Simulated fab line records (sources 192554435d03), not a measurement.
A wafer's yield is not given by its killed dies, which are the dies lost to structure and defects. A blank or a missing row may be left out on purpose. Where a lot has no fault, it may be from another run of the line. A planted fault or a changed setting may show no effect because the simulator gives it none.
Which tool is to blame? || flow n5Finfet || 9 lots, 27 wafers sampled, at 7 steps of a route of 1938

WHAT THE GAUGES READ, wafer by wafer
N5_BEOL_M4_RC_MEAS_101. Usual: DIBL_N 36.3 mV/V, standard deviation 1.9; DIBL_P 36.0 mV/V, standard deviation 2.1; IOFF_N 0.16 nA/um, standard deviation 0.031; IOFF_P 0.21 nA/um, standard deviation 0.035; ION_N 675 uA/um, standard deviation 14; ION_P 464 uA/um, standard deviation 8.5; SS_N 71.5 mV/dec, standard deviation 0.6; SS_P 73.3 mV/dec, standard deviation 0.72; VT_N 250 mV, standard deviation 3.2; VT_P -250 mV, standard deviation 3.1.
{"lot": "L658", "measured": "day 8 18:02", "on": "prober-02", "DIBL_N (mV/V)": "36.8 35.1 34.9", "DIBL_P (mV/V)": "36.4 34.4 34.6", "IOFF_N (nA/um)": "0.15 0.13 0.13", "IOFF_P (nA/um)": "0.20 0.18 0.18", "ION_N (uA/um)": "654 664 668", "ION_P (uA/um)": "452 455 459", "SS_N (mV/dec)": "72.1 70.7 71.4", "SS_P (mV/dec)": "73.0 72.6 73.1", "VT_N (mV)": "254 253 253", "VT_P (mV)": "-254 -253 -253", "flag": ""}
{"lot": "L662", "measured": "day 9 10:14", "on": "prober-01", "DIBL_N (mV/V)": "33.6 36.4 35.0", "DIBL_P (mV/V)": "31.7 35.0 34.1", "IOFF_N (nA/um)": "0.10 0.14 0.12", "IOFF_P (nA/um)": "0.16 0.21 0.20", "ION_N (uA/um)": "667 675 663", "ION_P (uA/um)": "464 462 462", "SS_N (mV/dec)": "70.8 72.4 70.9", "SS_P (mV/dec)": "71.8 72.9 72.1", "VT_N (mV)": "257 252 255", "VT_P (mV)": "-254 -248 -249", "flag": ""}
{"lot": "L661", "measured": "day 9 15:16", "on": "prober-02", "DIBL_N (mV/V)": "39.5 39.9 36.4", "DIBL_P (mV/V)": "38.3 38.0 35.1", "IOFF_N (nA/um)": "0.19 0.22 0.16", "IOFF_P (nA/um)": "0.27 0.27 0.22", "ION_N (uA/um)": "675 672 677", "ION_P (uA/um)": "465 460 470", "SS_N (mV/dec)": "72.0 72.6 70.3", "SS_P (mV/dec)": "73.3 73.2 72.6", "VT_N (mV)": "249 247 251", "VT_P (mV)": "-247 -244 -247", "flag": ""}
{"lot": "L664", "measured": "day 9 22:16", "on": "prober-01", "DIBL_N (mV/V)": "35.1 34.2 34.3", "DIBL_P (mV/V)": "35.4 34.7 32.9", "IOFF_N (nA/um)": "0.14 0.13 0.11", "IOFF_P (nA/um)": "0.20 0.19 0.15", "ION_N (uA/um)": "681 668 656", "ION_P (uA/um)": "474 459 449", "SS_N (mV/dec)": "71.3 71.3 71.3", "SS_P (mV/dec)": "72.9 73.1 72.6", "VT_N (mV)": "250 254 259", "VT_P (mV)": "-250 -251 -254", "flag": ""}
{"lot": "L665", "measured": "day 13 07:37", "on": "prober-01", "DIBL_N (mV/V)": "38.0 39.8 36.5", "DIBL_P (mV/V)": "36.9 38.6 34.7", "IOFF_N (nA/um)": "0.18 0.22 0.15", "IOFF_P (nA/um)": "0.25 0.28 0.21", "ION_N (uA/um)": "688 686 667", "ION_P (uA/um)": "464 470 458", "SS_N (mV/dec)": "71.5 72.1 71.7", "SS_P (mV/dec)": "73.6 74.4 72.7", "VT_N (mV)": "248 247 251", "VT_P (mV)": "-250 -246 -250", "flag": ""}
{"lot": "L671", "measured": "day 14 01:24", "on": "prober-01", "DIBL_N (mV/V)": "38.9 36.9 37.8", "DIBL_P (mV/V)": "37.9 34.5 36.4", "IOFF_N (nA/um)": "0.18 0.15 0.15", "IOFF_P (nA/um)": "0.24 0.19 0.22", "ION_N (uA/um)": "673 673 648", "ION_P (uA/um)": "462 456 451", "SS_N (mV/dec)": "71.4 71.2 72.2", "SS_P (mV/dec)": "74.0 73.6 74.2", "VT_N (mV)": "248 249 253", "VT_P (mV)": "-249 -252 -252", "flag": ""}
{"lot": "L667", "measured": "day 14 08:04", "on": "prober-02", "DIBL_N (mV/V)": "37.1 37.9 36.8", "DIBL_P (mV/V)": "36.4 38.7 35.7", "IOFF_N (nA/um)": "0.16 0.19 0.15", "IOFF_P (nA/um)": "0.20 0.26 0.21", "ION_N (uA/um)": "672 674 676", "ION_P (uA/um)": "461 468 469", "SS_N (mV/dec)": "72.1 71.9 71.6", "SS_P (mV/dec)": "73.9 74.0 73.9", "VT_N (mV)": "255 250 251", "VT_P (mV)": "-252 -248 -250", "flag": ""}
{"lot": "L676", "measured": "day 14 12:35", "on": "prober-02", "DIBL_N (mV/V)": "35.8 34.3 36.3", "DIBL_P (mV/V)": "36.4 34.6 36.0", "IOFF_N (nA/um)": "0.15 0.13 0.15", "IOFF_P (nA/um)": "0.23 0.19 0.21", "ION_N (uA/um)": "676 673 676", "ION_P (uA/um)": "469 465 465", "SS_N (mV/dec)": "72.4 71.7 72.0", "SS_P (mV/dec)": "73.1 72.1 72.5", "VT_N (mV)": "251 253 251", "VT_P (mV)": "-249 -250 -249", "flag": ""}
{"lot": "L666", "measured": "day 14 14:58", "on": "prober-01", "DIBL_N (mV/V)": "36.0 35.6 36.2", "DIBL_P (mV/V)": "36.1 35.3 35.1", "IOFF_N (nA/um)": "0.17 0.16 0.17", "IOFF_P (nA/um)": "0.25 0.23 0.22", "ION_N (uA/um)": "686 681 678", "ION_P (uA/um)": "473 468 467", "SS_N (mV/dec)": "71.2 71.7 71.7", "SS_P (mV/dec)": "72.8 72.9 73.2", "VT_N (mV)": "246 247 247", "VT_P (mV)": "-243 -249 -248", "flag": ""}

N5_BEOL_M11_OCD_MEAS_38. Usual: trenchDepthNm at 148.2 nm, with a standard deviation of 2.8.
{"lot": "L658", "measured": "day 10 16:14", "on": "ocd-01", "trenchDepthNm (nm)": "146.8 145.4 149.1", "flag": ""}
{"lot": "L662", "measured": "day 11 02:57", "on": "ocd-02", "trenchDepthNm (nm)": "148.1 151.4 147.0", "flag": ""}
{"lot": "L661", "measured": "day 11 07:06", "on": "ocd-02", "trenchDepthNm (nm)": "152.1 150.0 149.2", "flag": ""}
{"lot": "L664", "measured": "day 11 17:17", "on": "ocd-01", "trenchDepthNm (nm)": "147.9 147.7 143.8", "flag": ""}
{"lot": "L665", "measured": "day 15 18:40", "on": "ocd-02", "trenchDepthNm (nm)": "148.3 150.7 145.1", "flag": ""}
{"lot": "L671", "measured": "day 16 12:07", "on": "ocd-02", "trenchDepthNm (nm)": "143.7 150.5 147.7", "flag": ""}
{"lot": "L667", "measured": "day 17 03:13", "on": "ocd-02", "trenchDepthNm (nm)": "144.4 149.0 148.7", "flag": ""}
{"lot": "L676", "measured": "day 17 05:23", "on": "ocd-02", "trenchDepthNm (nm)": "146.6 146.2 142.1", "flag": ""}
{"lot": "L666", "measured": "day 17 17:27", "on": "ocd-02", "trenchDepthNm (nm)": "153.6 154.6 148.4", "flag": ""}

N5_BEOL_M12_THK_MEAS_01. Usual: M12_ILD_THK gives 662 nm (standard deviation 8.9).
{"lot": "L658", "measured": "day 10 18:52", "on": "filmMetro-02", "M12_ILD_THK (nm)": "650 659 665", "flag": ""}
{"lot": "L662", "measured": "day 11 05:12", "on": "filmMetro-02", "M12_ILD_THK (nm)": "653 644 654", "flag": ""}
{"lot": "L661", "measured": "day 11 09:19", "on": "filmMetro-01", "M12_ILD_THK (nm)": "662 666 668", "flag": ""}
{"lot": "L664", "measured": "day 11 21:12", "on": "filmMetro-02", "M12_ILD_THK (nm)": "667 662 663", "flag": ""}
{"lot": "L665", "measured": "day 15 22:57", "on": "filmMetro-02", "M12_ILD_THK (nm)": "654 672 664", "flag": ""}
{"lot": "L671", "measured": "day 16 15:37", "on": "filmMetro-01", "M12_ILD_THK (nm)": "657 652 665", "flag": ""}
{"lot": "L667", "measured": "day 17 07:22", "on": "filmMetro-02", "M12_ILD_THK (nm)": "555 657 668", "flag": "OFF"}
{"lot": "L676", "measured": "day 17 07:47", "on": "filmMetro-02", "M12_ILD_THK (nm)": "664 663 684", "flag": ""}
{"lot": "L666", "measured": "day 17 20:28", "on": "filmMetro-02", "M12_ILD_THK (nm)": "547 664 564", "flag": "OFF"}

N5_BEOL_M12_OCD_MEAS_35. Usual: trenchDepthNm at 319 nm, with a standard deviation of 4.1.
{"lot": "L658", "measured": "day 10 20:58", "on": "ocd-01", "trenchDepthNm (nm)": "322 328 319", "flag": ""}
{"lot": "L662", "measured": "day 11 08:55", "on": "ocd-02", "trenchDepthNm (nm)": "324 320 325", "flag": ""}
{"lot": "L661", "measured": "day 11 11:21", "on": "ocd-01", "trenchDepthNm (nm)": "324 320 322", "flag": ""}
{"lot": "L664", "measured": "day 11 23:08", "on": "ocd-01", "trenchDepthNm (nm)": "310 318 328", "flag": ""}
{"lot": "L665", "measured": "day 16 00:55", "on": "ocd-01", "trenchDepthNm (nm)": "318 316 323", "flag": ""}
{"lot": "L671", "measured": "day 16 18:09", "on": "ocd-02", "trenchDepthNm (nm)": "322 320 315", "flag": ""}
{"lot": "L667", "measured": "day 17 09:13", "on": "ocd-01", "trenchDepthNm (nm)": "236 326 321", "flag": "OFF"}
{"lot": "L676", "measured": "day 17 09:38", "on": "ocd-02", "trenchDepthNm (nm)": "316 315 313", "flag": ""}
{"lot": "L666", "measured": "day 17 22:35", "on": "ocd-01", "trenchDepthNm (nm)": "229 313 247", "flag": "OFF"}

TOOL THAT RAN EACH LOT (tool first, then ch and the chambers of the sampled wafers, then the start)
{"lot": "L658", "N5_BEOL_M11_ETCH_41": "rieDiel-01 ch 1,2,3, day 10 16:14 or earlier", "N5_BEOL_M11_CURE_72": "uvCure-01 ch 2, day 10 16:27", "N5_BEOL_M12_ILD_DEP_00": "pecvd-04 ch 1,2, day 10 18:43"}
{"lot": "L662", "N5_BEOL_M11_ETCH_41": "rieDiel-06 ch 0,2,3, day 11 02:57 or earlier", "N5_BEOL_M11_CURE_72": "uvCure-02 ch 0, day 11 03:11", "N5_BEOL_M12_ILD_DEP_00": "pecvd-01 ch 1,2, day 11 05:04"}
{"lot": "L661", "N5_BEOL_M11_ETCH_41": "rieDiel-05 ch 0,3, day 11 07:06 or earlier", "N5_BEOL_M11_CURE_72": "uvCure-02 ch 2, day 11 07:21", "N5_BEOL_M12_ILD_DEP_00": "pecvd-02 ch 0,2, day 11 09:11"}
{"lot": "L664", "N5_BEOL_M11_ETCH_41": "rieDiel-06 ch 0,1,3, day 11 17:17 or earlier", "N5_BEOL_M11_CURE_72": "uvCure-03 ch 0, day 11 17:29", "N5_BEOL_M12_ILD_DEP_00": "pecvd-04 ch 0,1,2, day 11 21:04"}
{"lot": "L665", "N5_BEOL_M11_ETCH_41": "rieDiel-06 ch 0,1,2, day 15 18:40 or earlier", "N5_BEOL_M11_CURE_72": "uvCure-02 ch 1, day 15 18:54", "N5_BEOL_M12_ILD_DEP_00": "pecvd-01 ch 2, day 15 22:45"}
{"lot": "L671", "N5_BEOL_M11_ETCH_41": "rieDiel-06 ch 0,1,3, day 16 12:07 or earlier", "N5_BEOL_M11_CURE_72": "uvCure-01 ch 2, day 16 12:19", "N5_BEOL_M12_ILD_DEP_00": "pecvd-02 ch 0,1,2, day 16 15:29"}
{"lot": "L667", "N5_BEOL_M11_ETCH_41": "rieDiel-06 ch 0,1,3, day 17 03:13 or earlier", "N5_BEOL_M11_CURE_72": "uvCure-03 ch 0, day 17 03:26", "N5_BEOL_M12_ILD_DEP_00": "pecvd-02 ch 0,1,2, day 17 07:14"}
{"lot": "L676", "N5_BEOL_M11_ETCH_41": "rieDiel-05 ch 1,3, day 17 05:23 or earlier", "N5_BEOL_M11_CURE_72": "uvCure-03 ch 1, day 17 05:35", "N5_BEOL_M12_ILD_DEP_00": "pecvd-04 ch 0,2, day 17 07:39"}
{"lot": "L666", "N5_BEOL_M11_ETCH_41": "rieDiel-05 ch 0,2,3, day 17 17:27 or earlier", "N5_BEOL_M11_CURE_72": "uvCure-01 ch 0, day 17 17:44", "N5_BEOL_M12_ILD_DEP_00": "pecvd-02 ch 0,1, day 17 20:20"}
- N5_BEOL_M11_ETCH_41: etches SiCN in CH3F/O2, target depth 42.6 nm, time 86 s.
- N5_BEOL_M11_CURE_72: cures SiCOH lowk, time 120 s.
- N5_BEOL_M12_ILD_DEP_00: deposits SiOC from DEMS/O2, target thk 658.92 nm, time 130.7 s.

WHAT THE TOOLS THEMSELVES READ (means of the sampled wafers that have a number; where no wafer has one, the mark that the record gives instead)
N5_BEOL_M11_ETCH_41. Usual: drypumpMotorCurrentA 5.7 A, standard deviation 0.71; oesProductAu 0.77 a.u., standard deviation 0.09; rfVppV 297.5 V, standard deviation 1.8; showerheadPlenumPTorr 2.01 Torr, standard deviation 0.073; throttleValvePct 16.41 %, standard deviation 0.25.
{"lot": "L658", "tool": "rieDiel-01", "drypumpMotorCurrentA (A)": 5.1, "oesProductAu (a.u.)": 0.70, "rfVppV (V)": 297.7, "showerheadPlenumPTorr (Torr)": 2.01, "throttleValvePct (%)": 16.56, "flag": ""}
{"lot": "L662", "tool": "rieDiel-06", "drypumpMotorCurrentA (A)": 6.1, "oesProductAu (a.u.)": 0.81, "rfVppV (V)": 298.4, "showerheadPlenumPTorr (Torr)": 2.02, "throttleValvePct (%)": 16.18, "flag": ""}
{"lot": "L661", "tool": "rieDiel-05", "drypumpMotorCurrentA (A)": 5.5, "oesProductAu (a.u.)": 0.82, "rfVppV (V)": 298.2, "showerheadPlenumPTorr (Torr)": 2.04, "throttleValvePct (%)": 16.46, "flag": ""}
{"lot": "L664", "tool": "rieDiel-06", "drypumpMotorCurrentA (A)": 5.7, "oesProductAu (a.u.)": 0.74, "rfVppV (V)": 297.7, "showerheadPlenumPTorr (Torr)": 2.02, "throttleValvePct (%)": 16.34, "flag": ""}
{"lot": "L665", "tool": "rieDiel-06", "drypumpMotorCurrentA (A)": 6.1, "oesProductAu (a.u.)": 0.76, "rfVppV (V)": 298.2, "showerheadPlenumPTorr (Torr)": 2.00, "throttleValvePct (%)": 16.23, "flag": ""}
{"lot": "L671", "tool": "rieDiel-06", "drypumpMotorCurrentA (A)": 5.8, "oesProductAu (a.u.)": 0.72, "rfVppV (V)": 296.6, "showerheadPlenumPTorr (Torr)": 2.01, "throttleValvePct (%)": 16.39, "flag": ""}
{"lot": "L667", "tool": "rieDiel-06", "drypumpMotorCurrentA (A)": 5.8, "oesProductAu (a.u.)": 0.72, "rfVppV (V)": 298.0, "showerheadPlenumPTorr (Torr)": 2.01, "throttleValvePct (%)": 16.39, "flag": ""}
{"lot": "L676", "tool": "rieDiel-05", "drypumpMotorCurrentA (A)": 5.5, "oesProductAu (a.u.)": 0.79, "rfVppV (V)": 298.4, "showerheadPlenumPTorr (Torr)": 2.04, "throttleValvePct (%)": 16.43, "flag": ""}
{"lot": "L666", "tool": "rieDiel-05", "drypumpMotorCurrentA (A)": 5.7, "oesProductAu (a.u.)": 0.90, "rfVppV (V)": 300.0, "showerheadPlenumPTorr (Torr)": 2.10, "throttleValvePct (%)": 16.30, "flag": ""}

N5_BEOL_M11_CURE_72. Usual: lampPowerPct 52.31 %, standard deviation 0.056; wafer_temp_C_max 372.2, standard deviation 0.76.
{"lot": "L658", "tool": "uvCure-01", "lampPowerPct (%)": 52.33, "wafer_temp_C_max": 373.4, "flag": ""}
{"lot": "L662", "tool": "uvCure-02", "lampPowerPct (%)": 52.28, "wafer_temp_C_max": 372.2, "flag": ""}
{"lot": "L661", "tool": "uvCure-02", "lampPowerPct (%)": 52.33, "wafer_temp_C_max": 371.0, "flag": ""}
{"lot": "L664", "tool": "uvCure-03", "lampPowerPct (%)": 52.31, "wafer_temp_C_max": 372.7, "flag": ""}
{"lot": "L665", "tool": "uvCure-02", "lampPowerPct (%)": 52.33, "wafer_temp_C_max": 372.1, "flag": ""}
{"lot": "L671", "tool": "uvCure-01", "lampPowerPct (%)": 52.30, "wafer_temp_C_max": 372.6, "flag": ""}
{"lot": "L667", "tool": "uvCure-03", "lampPowerPct (%)": 52.34, "wafer_temp_C_max": 372.9, "flag": ""}
{"lot": "L676", "tool": "uvCure-03", "lampPowerPct (%)": 52.28, "wafer_temp_C_max": 371.6, "flag": ""}
{"lot": "L666", "tool": "uvCure-01", "lampPowerPct (%)": 52.29, "wafer_temp_C_max": 373.2, "flag": ""}

N5_BEOL_M12_ILD_DEP_00. Usual: chamberPressureTorr 5.001 Torr, standard deviation 0.011; heaterPowerOuterW 266 W, standard deviation 74; heaterPowerW 506 W, standard deviation 110; showerheadPlenumPTorr 5.694 Torr, standard deviation 0.019; throttleValvePct 12.2 %, standard deviation 0.73.
{"lot": "L658", "tool": "pecvd-04", "chamberPressureTorr (Torr)": 5.000, "heaterPowerOuterW (W)": 179, "heaterPowerW (W)": 379, "showerheadPlenumPTorr (Torr)": 5.697, "throttleValvePct (%)": 11.0, "flag": ""}
{"lot": "L662", "tool": "pecvd-01", "chamberPressureTorr (Torr)": 5.006, "heaterPowerOuterW (W)": 336, "heaterPowerW (W)": 626, "showerheadPlenumPTorr (Torr)": 5.681, "throttleValvePct (%)": 11.6, "flag": ""}
{"lot": "L661", "tool": "pecvd-02", "chamberPressureTorr (Torr)": 5.005, "heaterPowerOuterW (W)": 260, "heaterPowerW (W)": 496, "showerheadPlenumPTorr (Torr)": 5.688, "throttleValvePct (%)": 12.3, "flag": ""}
{"lot": "L664", "tool": "pecvd-04", "chamberPressureTorr (Torr)": 4.992, "heaterPowerOuterW (W)": 228, "heaterPowerW (W)": 449, "showerheadPlenumPTorr (Torr)": 5.693, "throttleValvePct (%)": 11.8, "flag": ""}
{"lot": "L665", "tool": "pecvd-01", "chamberPressureTorr (Torr)": 5.003, "heaterPowerOuterW (W)": 406, "heaterPowerW (W)": 715, "showerheadPlenumPTorr (Torr)": 5.666, "throttleValvePct (%)": 11.5, "flag": ""}
{"lot": "L671", "tool": "pecvd-02", "chamberPressureTorr (Torr)": 4.997, "heaterPowerOuterW (W)": 285, "heaterPowerW (W)": 534, "showerheadPlenumPTorr (Torr)": 5.685, "throttleValvePct (%)": 12.3, "flag": ""}
{"lot": "L667", "tool": "pecvd-02", "chamberPressureTorr (Torr)": 5.010, "heaterPowerOuterW (W)": 263, "heaterPowerW (W)": 509, "showerheadPlenumPTorr (Torr)": 5.688, "throttleValvePct (%)": 12.3, "flag": ""}
{"lot": "L676", "tool": "pecvd-04", "chamberPressureTorr (Torr)": 4.990, "heaterPowerOuterW (W)": 187, "heaterPowerW (W)": 405, "showerheadPlenumPTorr (Torr)": 5.686, "throttleValvePct (%)": 11.4, "flag": ""}
{"lot": "L666", "tool": "pecvd-02", "chamberPressureTorr (Torr)": 4.988, "heaterPowerOuterW (W)": 249, "heaterPowerW (W)": 466, "showerheadPlenumPTorr (Torr)": 5.688, "throttleValvePct (%)": 12.3, "flag": ""}

THE ANSWER, worked out from the rows above alone
Rule: a lot counts as off when the mean over its wafers that have a number is more than 3 standard deviations away from the usual mean. A lot without any number at a reading at which 4 lots or more have one is off too. Any other lot the step has rows for is counted as sound. First the gauges in route order, then the tools' own readings, where a lot's mean is used as printed above. At the first step where some lot is off, the reading lying furthest off is the one used; lots without a number count as furthest.
Off: L667, L666, seen at N5_BEOL_M12_THK_MEAS_01 (M12_ILD_THK).
A tool fits if, at a process step before that reading, it ran every lot that is off, and no sound lot after the first of them. Not tried: the gauges at N5_BEOL_M12_THK_MEAS_01; whatever is off there is also off at N5_BEOL_M12_OCD_MEAS_35, on other tools, and gauge error can't account for it. N5_BEOL_M11_ETCH_41 gives no start for some lots, so the hours and the order of its lots are those of N5_BEOL_M11_OCD_MEAS_38. One candidate fits, namely pecvd-02 at N5_BEOL_M12_ILD_DEP_00. A fault onset in the window from L671 (day 16 15:29, its last sound lot) to L667 (day 17 07:14, its first lot off) fits.

WHAT THE SIMULATOR HAD INSERTED
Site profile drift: pecvd-02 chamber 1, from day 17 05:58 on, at N5_BEOL_M12_ILD_DEP_00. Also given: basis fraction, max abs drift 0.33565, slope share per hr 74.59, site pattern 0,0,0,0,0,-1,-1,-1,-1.
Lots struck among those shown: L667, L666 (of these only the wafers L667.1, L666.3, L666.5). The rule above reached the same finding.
